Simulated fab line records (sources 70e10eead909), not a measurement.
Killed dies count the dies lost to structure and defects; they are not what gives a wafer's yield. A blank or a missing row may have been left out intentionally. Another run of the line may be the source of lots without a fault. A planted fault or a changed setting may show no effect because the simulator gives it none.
Problem report, 8D (eight disciplines) form, completed by code / flow nand harc / the parts of the form that need people (team, actions taken, sign-off) are left out

## 1. THE PROBLEM
thk nm at NHARC_A_DECK1_JOINT_THK_MEAS_17 reads a mean of 36.2 nm on 6 wafers of 2 lots; wafers without a fault read 45.2 nm with a standard deviation of 1.3. Measured from the usual mean, that is -6.9 standard deviations.
The step: measures by ellipsometry.
First observed at day 16 13:26: wafer L167.3, on film metro-01. The record has a number at this step for 39 wafers belonging to 13 lots. Rule for "out" (also "out of limits"): further than 4 standard deviations from the usual mean. All remaining wafers that have a number are taken as sound.

## 2. WHAT IT IS, WHAT IT ISN'T
question=which readings at this step | is=thk nm | is not=-
question=which lots | is=L167, L168 | is not=L157, L158, L159, L160, L161, L172, L175, L176, L178, L179, L180
question=which wafers of those lots | is=all that have a number | is not=-
question=read on which gauges | is=film metro-01 | is not=film metro-02
question=when | is=from day 16 13:26 | is not=up to then (15 sound wafers); but 18 sound wafers of L172, L175, L176, L178, L179, L180 came after

## 3. SUSPECTS, AND WHAT RULES EACH OUT
Counting: a tool at any process step up to the reading remains a suspect when it ran all the lots that are out and ran no sound lot after the first of those.
- the gauge at NHARC_A_DECK1_JOINT_THK_MEAS_17: kept. All the wafers that are out were read on film metro-01, and no step on other tools shows them out.
- pecvd-02 at NHARC_A_DECK1_JOINT_DEP_16 (deposits SiO2, target thk 45 nm): ruled out as a lasting fault. The sound lots L178 went through it after L167, its earliest lot that is out (day 16 13:09).
The count leaves film metro-01 at NHARC_A_DECK1_JOINT_THK_MEAS_17.

## 4. THE CAUSE (what the simulator had put in)
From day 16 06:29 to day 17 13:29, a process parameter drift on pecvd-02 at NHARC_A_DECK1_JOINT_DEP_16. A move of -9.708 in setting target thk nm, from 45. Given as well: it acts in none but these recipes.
The count ruled it out by mistake, since the rule takes a fault to strike every lot its tool runs from the start of the fault on, and this one did not do so.

## 5. SEQUENCE OF EFFECTS, ordered by route
Each row: a reading whose mean over the struck wafers that have a number lies more than 3 standard deviations from the usual. Only readings whose record carries a usual standard deviation are examined. hours: median over the lots of the time between each lot's start at the first step of this table that gives one and its start at this step. sigmas: the change, counted in usual standard deviations.
hours=0; step=NHARC_A_DECK1_JOINT_THK_MEAS_17; reading=thk nm; usual=45.2 nm; on struck wafers=36.2; change=-9.0; sigmas=-6.9

## 6. HOW IT WOULD HAVE BEEN CAUGHT EARLIER
In this record the first reading out of limits at a measuring or inspecting step was taken at day 16 13:26, 7 hours after the fault began at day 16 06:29.
No tool reading at NHARC_A_DECK1_JOINT_DEP_16 that has a usual standard deviation in the record was out on any struck wafer, so an alarm limit of 4 standard deviations on those readings would not have fired.
